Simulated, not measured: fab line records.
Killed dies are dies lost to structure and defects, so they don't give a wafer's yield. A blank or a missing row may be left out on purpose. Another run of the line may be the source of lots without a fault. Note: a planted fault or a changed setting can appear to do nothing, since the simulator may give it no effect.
Matching of chambers + flow nand-harc + NHARC_A_STAIRCASE_DESCUM_11 on rie-diel-04 has 4 sister chambers
The step chemistry O2, time 3 s. 18 wafers are shown with their chamber, then 9 later ones without.

WAFERS PAIRED WITH THEIR CHAMBERS
| wafer  | chamber | drypump-motor-current-A (A) | showerhead-plenum-p-Torr (Torr) | rf-vpp-V (V) |
|--------|---------|-----------------------------|---------------------------------|--------------|
| L076.2 | 0       | 5.1                         | 1.80                            | 57.0         |
| L076.3 | 3       | 5.3                         | 1.99                            | 58.1         |
| L076.5 | 0       | 5.0                         | 1.80                            | 57.3         |
| L077.1 | 3       | 5.3                         | 1.99                            | 58.6         |
| L077.3 | 0       | 5.0                         | 1.80                            | 57.2         |
| L077.5 | 0       | 5.0                         | 1.80                            | 58.3         |
| L081.4 | 0       | 5.0                         | 1.80                            | 58.2         |
| L081.5 | 2       | 5.7                         | 1.87                            | 56.7         |
| L081.6 | 1       | 6.2                         | 1.84                            | 58.4         |
| L087.2 | 3       | 5.3                         | 1.98                            | 59.4         |
| L087.3 | 2       | 5.7                         | 1.87                            | 58.3         |
| L087.5 | 1       | 6.2                         | 1.84                            | 58.9         |
| L084.2 | 2       | 5.7                         | 1.86                            | 58.1         |
| L084.3 | 3       | 5.2                         | 1.98                            | 57.8         |
| L084.4 | 0       | 5.1                         | 1.79                            | 56.2         |
| L094.1 | 1       | 6.2                         | 1.83                            | 58.3         |
| L094.3 | 0       | 5.0                         | 1.79                            | 56.6         |
| L094.5 | 2       | 5.7                         | 1.86                            | 57.9         |

SIGNATURES, as means of the wafers listed above
| reading                  | chamber 0 | chamber 1 | chamber 2 | chamber 3 | scatter within a chamber |
|--------------------------|-----------|-----------|-----------|-----------|--------------------------|
| drypump-motor-current-A  | 5.029     | 6.200     | 5.700     | 5.275     | 0.0394                   |
| showerhead-plenum-p-Torr | 1.7971    | 1.8367    | 1.8650    | 1.9850    | 0.00541                  |
| rf-vpp-V                 | 57.257    | 58.533    | 57.750    | 58.475    | 0.698                    |
Rule: distance of a wafer from a chamber = root of the sum over the readings of ((wafer's reading minus chamber's mean) / reading's scatter) squared. If the next closest chamber is less than 2 further off than the closest, the wafer can't be placed; otherwise it belongs to the closest. How the scatter is found: for the shown wafers, subtract from each reading the mean of its chamber, square and add these, divide the total by (wafers less chambers), then take the root.

WAFERS MISSING THEIR CHAMBER
| wafer  | drypump-motor-current-A (A) | showerhead-plenum-p-Torr (Torr) | rf-vpp-V (V) |
|--------|-----------------------------|---------------------------------|--------------|
| L092.1 | 6.2                         | 1.83                            | 57.5         |
| L092.2 | 5.7                         | 1.86                            | 56.8         |
| L092.6 | 6.2                         | 1.83                            | 57.8         |
| L096.1 | 6.2                         | 1.83                            | 57.9         |
| L096.3 | 5.3                         | 1.98                            | 57.7         |
| L096.4 | 5.0                         | 1.79                            | 58.2         |
| L095.2 | 5.0                         | 1.79                            | 57.1         |
| L095.3 | 6.1                         | 1.83                            | 56.5         |
| L095.4 | 5.7                         | 1.86                            | 56.9         |

THE CHAMBER EACH PASSED THROUGH
| wafer  | from the rows above | in truth |
|--------|---------------------|----------|
| L092.1 | 1                   | 1        |
| L092.2 | 2                   | 2        |
| L092.6 | 1                   | 1        |
| L096.1 | 1                   | 1        |
| L096.3 | 3                   | 3        |
| L096.4 | 0                   | 0        |
| L095.2 | 0                   | 0        |
| L095.3 | 1                   | 1        |
| L095.4 | 2                   | 2        |
Correctly placed: 9 of 9. Number that these rows cannot place: 0. 0 placed wrongly.
